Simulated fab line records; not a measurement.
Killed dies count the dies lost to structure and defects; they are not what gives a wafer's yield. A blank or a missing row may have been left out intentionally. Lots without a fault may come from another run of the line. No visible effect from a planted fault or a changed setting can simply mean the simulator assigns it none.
Lot-split experiment || flow n5-finfet || 21 wafers read from 7 lots, route of 1938 steps

## THE SPLIT
At N5_MOL_CONTACT_COAG_COAT_34 (resist thk 40 nm), the setting spin-rpm was moved away from the recipe's 1500 rpm on 6 of the 21 wafers read, by -7.1% to +10.6%. The other wafers ran this setting at the recipe's value.

## FROM THE SPLIT TO THE READING: what the file shows between them, 2 steps
- N5_MOL_CONTACT_COAG_EXPOSE_37: exposes mask VD, defocus 0 nm (also split here: dose-mj)
- N5_MOL_CONTACT_COAG_PEB_38: peb time 60 s

## THE READING
CAR-EUV_of_MOL_CONTACT_COAG_COAT_34.thk-nm (the simulator's own value, which no gauge read), in nm, at N5_MOL_CONTACT_COAG_DEVELOP_39 (develop time 30 s). No usual value for it is given in the file. Here, 15 wafers ran the recipe; their average is 39.6 nm with a standard deviation of 0.13 nm.

{"wafer": "L074.3", "tool, chamber at the split": "litho-track-01, 0", "spin-rpm as run, rpm": 1500, "against the recipe": "recipe", "CAR-EUV_of_MOL_CONTACT_COAG_COAT_34.thk-nm, nm": 39.8, "against lot-mates on the recipe": "-"}
{"wafer": "L074.4", "tool, chamber at the split": "litho-track-01, 0", "spin-rpm as run, rpm": 1500, "against the recipe": "recipe", "CAR-EUV_of_MOL_CONTACT_COAG_COAT_34.thk-nm, nm": 39.6, "against lot-mates on the recipe": "-"}
{"wafer": "L074.6", "tool, chamber at the split": "litho-track-01, 0", "spin-rpm as run, rpm": 1394, "against the recipe": "-7.1%", "CAR-EUV_of_MOL_CONTACT_COAG_COAT_34.thk-nm, nm": 41.2, "against lot-mates on the recipe": "+1.5"}
{"wafer": "L075.3", "tool, chamber at the split": "litho-track-01, 0", "spin-rpm as run, rpm": 1586, "against the recipe": "+5.7%", "CAR-EUV_of_MOL_CONTACT_COAG_COAT_34.thk-nm, nm": 38.6, "against lot-mates on the recipe": -1.0}
{"wafer": "L075.4", "tool, chamber at the split": "litho-track-01, 0", "spin-rpm as run, rpm": 1500, "against the recipe": "recipe", "CAR-EUV_of_MOL_CONTACT_COAG_COAT_34.thk-nm, nm": 39.6, "against lot-mates on the recipe": "-"}
{"wafer": "L075.6", "tool, chamber at the split": "litho-track-01, 0", "spin-rpm as run, rpm": 1500, "against the recipe": "recipe", "CAR-EUV_of_MOL_CONTACT_COAG_COAT_34.thk-nm, nm": 39.6, "against lot-mates on the recipe": "-"}
{"wafer": "L082.2", "tool, chamber at the split": "litho-track-01, 0", "spin-rpm as run, rpm": 1500, "against the recipe": "recipe", "CAR-EUV_of_MOL_CONTACT_COAG_COAT_34.thk-nm, nm": 39.4, "against lot-mates on the recipe": "-"}
{"wafer": "L082.3", "tool, chamber at the split": "litho-track-01, 0", "spin-rpm as run, rpm": 1500, "against the recipe": "recipe", "CAR-EUV_of_MOL_CONTACT_COAG_COAT_34.thk-nm, nm": 39.4, "against lot-mates on the recipe": "-"}
{"wafer": "L082.5", "tool, chamber at the split": "litho-track-01, 0", "spin-rpm as run, rpm": 1659, "against the recipe": "+10.6%", "CAR-EUV_of_MOL_CONTACT_COAG_COAT_34.thk-nm, nm": 37.6, "against lot-mates on the recipe": -1.8}
{"wafer": "L083.1", "tool, chamber at the split": "litho-track-01, 0", "spin-rpm as run, rpm": 1500, "against the recipe": "recipe", "CAR-EUV_of_MOL_CONTACT_COAG_COAT_34.thk-nm, nm": 39.6, "against lot-mates on the recipe": "-"}
{"wafer": "L083.5", "tool, chamber at the split": "litho-track-01, 0", "spin-rpm as run, rpm": 1500, "against the recipe": "recipe", "CAR-EUV_of_MOL_CONTACT_COAG_COAT_34.thk-nm, nm": 39.6, "against lot-mates on the recipe": "-"}
{"wafer": "L083.6", "tool, chamber at the split": "litho-track-01, 0", "spin-rpm as run, rpm": 1500, "against the recipe": "recipe", "CAR-EUV_of_MOL_CONTACT_COAG_COAT_34.thk-nm, nm": 39.6, "against lot-mates on the recipe": "-"}
{"wafer": "L087.3", "tool, chamber at the split": "litho-track-02, 0", "spin-rpm as run, rpm": 1500, "against the recipe": "recipe", "CAR-EUV_of_MOL_CONTACT_COAG_COAT_34.thk-nm, nm": 39.8, "against lot-mates on the recipe": "-"}
{"wafer": "L087.4", "tool, chamber at the split": "litho-track-02, 0", "spin-rpm as run, rpm": 1500, "against the recipe": "recipe", "CAR-EUV_of_MOL_CONTACT_COAG_COAT_34.thk-nm, nm": 39.6, "against lot-mates on the recipe": "-"}
{"wafer": "L087.6", "tool, chamber at the split": "litho-track-02, 0", "spin-rpm as run, rpm": 1500, "against the recipe": "recipe", "CAR-EUV_of_MOL_CONTACT_COAG_COAT_34.thk-nm, nm": 39.4, "against lot-mates on the recipe": "-"}
{"wafer": "L091.2", "tool, chamber at the split": "litho-track-05, 0", "spin-rpm as run, rpm": 1616, "against the recipe": "+7.7%", "CAR-EUV_of_MOL_CONTACT_COAG_COAT_34.thk-nm, nm": 38, "against lot-mates on the recipe": -1.5}
{"wafer": "L091.4", "tool, chamber at the split": "litho-track-05, 0", "spin-rpm as run, rpm": 1500, "against the recipe": "recipe", "CAR-EUV_of_MOL_CONTACT_COAG_COAT_34.thk-nm, nm": 39.4, "against lot-mates on the recipe": "-"}
{"wafer": "L091.6", "tool, chamber at the split": "litho-track-05, 0", "spin-rpm as run, rpm": 1500, "against the recipe": "recipe", "CAR-EUV_of_MOL_CONTACT_COAG_COAT_34.thk-nm, nm": 39.6, "against lot-mates on the recipe": "-"}
{"wafer": "L092.4", "tool, chamber at the split": "litho-track-05, 0", "spin-rpm as run, rpm": 1627, "against the recipe": "+8.5%", "CAR-EUV_of_MOL_CONTACT_COAG_COAT_34.thk-nm, nm": 38, "against lot-mates on the recipe": -1.4}
{"wafer": "L092.5", "tool, chamber at the split": "litho-track-05, 0", "spin-rpm as run, rpm": 1500, "against the recipe": "recipe", "CAR-EUV_of_MOL_CONTACT_COAG_COAT_34.thk-nm, nm": 39.4, "against lot-mates on the recipe": "-"}
{"wafer": "L092.6", "tool, chamber at the split": "litho-track-05, 0", "spin-rpm as run, rpm": 1627, "against the recipe": "+8.5%", "CAR-EUV_of_MOL_CONTACT_COAG_COAT_34.thk-nm, nm": 37.8, "against lot-mates on the recipe": -1.6}

FIT RESULTS
A straight line over all 21 wafers: CAR-EUV_of_MOL_CONTACT_COAG_COAT_34.thk-nm changes by -0.198 nm for each +1% of spin-rpm; r = -0.99; the points scatter about the line by 0.14 nm.
The same after taking each lot's own level away (the mean of its wafers on the recipe; 21 wafers): -0.184 nm for each +1%; r = -0.99; scatter 0.1 nm.
On that fit, the largest move of spin-rpm shifts the reading by 1.9 nm.
Measured against the standard deviation above, the lots' own levels, which go from 39.40 to 39.70 nm, span 2.3 times it.
So the lot-to-lot level changes the slope little: the two slopes agree.
Check: with one of the wafers moved furthest among these (+10.6%) left out of the fit, the line predicts -1.97 nm for it against its lot-mates. It came out at -1.8 nm against them.

## OTHER SPLITS ON THESE WAFERS
These wafers also went through other splits before the reading. Each is held against what the fit with the lots' levels taken away leaves over:
{"other split on the same wafers": "N5_SD_EPI_N_PEB_07 peb-time-s", "wafers away from the commonest value": 7, "r with CAR-EUV_of_MOL_CONTACT_COAG_COAT_34.thk-nm (lot level and that fit taken away)": -0.24}
{"other split on the same wafers": "N5_SDB_COAT_03 spin-rpm", "wafers away from the commonest value": 11, "r with CAR-EUV_of_MOL_CONTACT_COAG_COAT_34.thk-nm (lot level and that fit taken away)": "+0.04"}
{"other split on the same wafers": "N5_MOL_CONTACT_COAG_EXPOSE_37 dose-mj", "wafers away from the commonest value": 8, "r with CAR-EUV_of_MOL_CONTACT_COAG_COAT_34.thk-nm (lot level and that fit taken away)": -0.14}

## THE WHOLE CHAIN: every reading that the file lists as answering this split, in the file's order
{"step": "N5_MOL_CONTACT_COAG_COAT_34", "what it does": "resist thk 40 nm", "reading": "CAR-EUV_of_MOL_CONTACT_COAG_COAT_34.thk-nm (the simulator's own value, which no gauge read)", "change (the file's fit)": "-0.192 nm for each +1% of the setting", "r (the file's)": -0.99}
{"step": "N5_MOL_CONTACT_COAG_DEVELOP_39", "what it does": "develop time 30 s", "reading": "CAR-EUV_of_MOL_CONTACT_COAG_COAT_34.thk-nm (the simulator's own value, which no gauge read)", "change (the file's fit)": "-0.183 nm for each +1% of the setting", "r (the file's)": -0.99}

## FILE'S OWN FIT
CAR-EUV_of_MOL_CONTACT_COAG_COAT_34.thk-nm changes by -0.183 nm for each +1% of spin-rpm, r = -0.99.
